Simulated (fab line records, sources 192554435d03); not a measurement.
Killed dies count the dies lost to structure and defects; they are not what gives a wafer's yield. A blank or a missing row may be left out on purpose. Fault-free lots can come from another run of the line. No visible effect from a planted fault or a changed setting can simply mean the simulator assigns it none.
Lot-split experiment -- flow n5Finfet -- 21 wafers read across 7 lots, on a route 1938 steps long

== ON THE SPLIT ==
At N5_BEOL_M9_EXPOSE_08 (exposes mask M9), the setting doseMj was moved away from the recipe's 53.75 on 6 of the 21 wafers read, by -5.8% to +2.5%. This setting was run at the recipe's value on the other wafers.

== FROM THE SPLIT TO THE READING: what the file shows between them, 13 steps ==
- N5_BEOL_M9_PEB_09: peb time 60 s
- N5_BEOL_M9_DEVELOP_10: develop time 30 s
- N5_BEOL_M9_CD_MEAS_11: target cd 64.1 nm
- N5_BEOL_M9_ETCH_62: etches SOC in N2/H2, target depth 110 nm, overetch 22 nm, time 165 s (also split here: timeS)
- N5_BEOL_M9_STRIP_68: strips in N2/H2
- N5_BEOL_M9_STRIP_67: strips in CF4
- N5_BEOL_M9_HM_OPEN_17: chemistry Cl2/BCl3, target TiN, target depth 20 nm, overetch 6 nm
- N5_BEOL_M9_STRIP_19: strips in O2
- N5_BEOL_M9_CD_MEAS_18: pitch 140 nm, target cd 70 nm
- N5_BEOL_M9_COAT_63: time 60 s, resist thk 60 nm
- N5_BEOL_M9_COAT_64: time 60 s, resist thk 12 nm
- N5_BEOL_M9_PRECLEAN_42: cleans in residue remover, time 60 s
- N5_BEOL_M9_SRD_43: time 30 s

== THE READING ==
cdNm, in nm, at N5_BEOL_M9_CD_MEAS_35 (target cd 70 nm, target cd y 40 nm). Fault-free wafers of this fab line usually give 70.4 nm, standard deviation 0.8 nm.

wafer,"tool, chamber at the split",doseMj as run,against the recipe,"cdNm, nm",against lot-mates on the recipe
L079.2,"arfiScanner-02, 0",53.75,recipe,71.6,-
L079.3,"arfiScanner-02, 0",53.75,recipe,71.2,-
L079.4,"arfiScanner-02, 0",53.75,recipe,71.9,-
L081.3,"arfiScanner-03, 0",53.75,recipe,71.1,-
L081.5,"arfiScanner-03, 0",53.75,recipe,70.3,-
L081.6,"arfiScanner-03, 0",53.75,recipe,72.6,-
L085.1,"arfiScanner-01, 0",53.75,recipe,69.6,-
L085.4,"arfiScanner-01, 0",53.75,recipe,69.1,-
L085.6,"arfiScanner-01, 0",53.75,recipe,69.3,-
L088.2,"arfiScanner-03, 0",53.75,recipe,69.4,-
L088.3,"arfiScanner-03, 0",51.74,-3.7%,68.0,-2.0
L088.4,"arfiScanner-03, 0",53.75,recipe,70.5,-
L089.2,"arfiScanner-02, 0",55.07,+2.5%,70.8,+1.5
L089.5,"arfiScanner-02, 0",55.07,+2.5%,73.3,+4.0
L089.6,"arfiScanner-02, 0",53.75,recipe,69.3,-
L094.2,"arfiScanner-03, 0",53.75,recipe,71.2,-
L094.3,"arfiScanner-03, 0",51.23,-4.7%,67.7,-3.2
L094.4,"arfiScanner-03, 0",53.75,recipe,70.6,-
L096.1,"arfiScanner-03, 0",50.64,-5.8%,65.8,-5.1
L096.2,"arfiScanner-03, 0",53.75,recipe,70.9,-
L096.4,"arfiScanner-03, 0",50.64,-5.8%,67.2,-3.7

FIT RESULTS
A straight line over all 21 wafers: cdNm changes by +0.671 nm for each +1% of doseMj; r = +0.84; the points scatter about the line by 1 nm.
The same after taking each lot's own level away (the mean of its wafers on the recipe; 21 wafers): +0.774 nm for each +1%; r = +0.93; scatter 0.73 nm.
Per that fit: largest doseMj move, reading shift of 4.5 nm.
The lots' own levels span 69.30 to 71.57 nm, that is 2.8 times the standard deviation above.
Thus the slope moves with the lot-to-lot level: the two fits are different.
Check: with one of the wafers moved furthest among these (-5.8%) left out of the fit, the line predicts -4 nm for it against its lot-mates. Against them it came out at -5.1 nm.

== ADDITIONAL SPLITS CARRIED BY THESE WAFERS ==
Before the reading, these wafers also passed through other splits. Each is held against what the fit with the lots' levels taken away leaves over:
other split on the same wafers,wafers away from the commonest value,r with cdNm (lot level and that fit taken away)
N5_BEOL_M9_ETCH_62 timeS,6,+0.30

== THE WHOLE CHAIN: every reading that the file lists as answering this split, in the file's order ==
step,what it does,reading,change (the file's fit),r (the file's)
N5_BEOL_M9_CD_MEAS_11,target cd 64.1 nm,cdNm,+0.634 nm for each +1% of the setting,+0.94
N5_BEOL_M9_CD_MEAS_18,"pitch 140 nm, target cd 70 nm",cdNm,+0.679 nm for each +1% of the setting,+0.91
N5_BEOL_M9_CD_MEAS_35,"target cd 70 nm, target cd y 40 nm",cdNm,+0.727 nm for each +1% of the setting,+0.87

== THE FILE'S OWN FIT ==
cdNm changes by +0.727 nm for each +1% of doseMj, r = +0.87.
